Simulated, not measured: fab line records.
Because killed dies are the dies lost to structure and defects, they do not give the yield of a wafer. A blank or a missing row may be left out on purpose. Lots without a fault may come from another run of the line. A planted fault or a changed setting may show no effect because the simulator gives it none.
Which of the tools did it? :: flow nandHarc :: 12 lots, 36 wafers sampled, at 2 steps of a route of 1302

WHAT EACH GAUGE READ, for each wafer
NHARC_A_CHANNEL_HOLE_D1_CD_MEAS_30.
lot: L076
measured: day 9 10:04
on: cdSem-03
cdNm (nm): 89.2 87.3 86.6

lot: L077
measured: day 10 01:56
on: cdSem-02
cdNm (nm): 91.9 88.7 89.8

lot: L079
measured: day 10 17:53
on: cdSem-01
cdNm (nm): 89.2 90.7 90.5

lot: L081
measured: day 11 14:15
on: cdSem-03
cdNm (nm): 92.1 92.6 90.6

lot: L083
measured: day 12 10:39
on: cdSem-03
cdNm (nm): 92.4 92.0 92.7

lot: L085
measured: day 13 02:29
on: cdSem-01
cdNm (nm): 90.4 88.0 91.5

lot: L087
measured: day 14 13:52
on: cdSem-02
cdNm (nm): 89.0 88.2 92.1

lot: L090
measured: day 15 18:20
on: cdSem-03
cdNm (nm): 89.5 91.0 91.2

lot: L091
measured: day 15 22:13
on: cdSem-02
cdNm (nm): 89.4 88.6 87.9

lot: L093
measured: day 16 10:24
on: cdSem-03
cdNm (nm): 88.9 90.4 89.3

lot: L096
measured: day 18 02:15
on: cdSem-02
cdNm (nm): 90.6 90.8 90.3

lot: L097
measured: day 18 07:43
on: cdSem-03
cdNm (nm): 91.2 90.7 90.8

TOOL THAT RAN EACH LOT (tool first, then ch and the chambers of the sampled wafers, then the start)
lot: L076
NHARC_A_CHANNEL_HOLE_D1_ETCH_24: harEtch-01 ch 0,1, day 9 06:55

lot: L077
NHARC_A_CHANNEL_HOLE_D1_ETCH_24: harEtch-02 ch 0,1, day 9 22:33

lot: L079
NHARC_A_CHANNEL_HOLE_D1_ETCH_24: harEtch-02 ch 0,1, day 10 14:36

lot: L081
NHARC_A_CHANNEL_HOLE_D1_ETCH_24: harEtch-02 ch 0,1, day 11 10:51

lot: L083
NHARC_A_CHANNEL_HOLE_D1_ETCH_24: harEtch-01 ch 1, day 12 07:23

lot: L085
NHARC_A_CHANNEL_HOLE_D1_ETCH_24: harEtch-01 ch 1, day 12 23:13

lot: L087
NHARC_A_CHANNEL_HOLE_D1_ETCH_24: harEtch-01 ch 0,1, day 14 10:29

lot: L090
NHARC_A_CHANNEL_HOLE_D1_ETCH_24: harEtch-01 ch 0,1, day 15 14:41

lot: L091
NHARC_A_CHANNEL_HOLE_D1_ETCH_24: harEtch-01 ch 0,1, day 15 19:14

lot: L093
NHARC_A_CHANNEL_HOLE_D1_ETCH_24: harEtch-02 ch 0,1, day 16 07:09

lot: L096
NHARC_A_CHANNEL_HOLE_D1_ETCH_24: harEtch-02 ch 0,1, day 17 22:59

lot: L097
NHARC_A_CHANNEL_HOLE_D1_ETCH_24: harEtch-01 ch 0,1, day 18 04:25
- NHARC_A_CHANNEL_HOLE_D1_ETCH_24: etches the open film in C4F8/O2/Ar, time 906.2 s, target depth 1500 nm.

THE ANSWER, worked out from the rows above alone
Rule: the usual values come from the lots themselves. Put in order of their means at a reading, lots are off if they are a third of the lots or fewer, leave a main group of 4 or more, and stand apart from it by a gap of 3 or more times the standard deviation of the main group's means; of several such gaps the widest counts. If all means in a main group match to the digits the tables above print for the reading, that group is not used. Also off: a lot with no number at a reading for which 4 or more lots have one. All remaining lots with rows at the step are treated as sound.
Nothing can be told from this: no lot is off at any reading shown.

WHAT HAD BEEN PUT IN BY THE SIMULATOR
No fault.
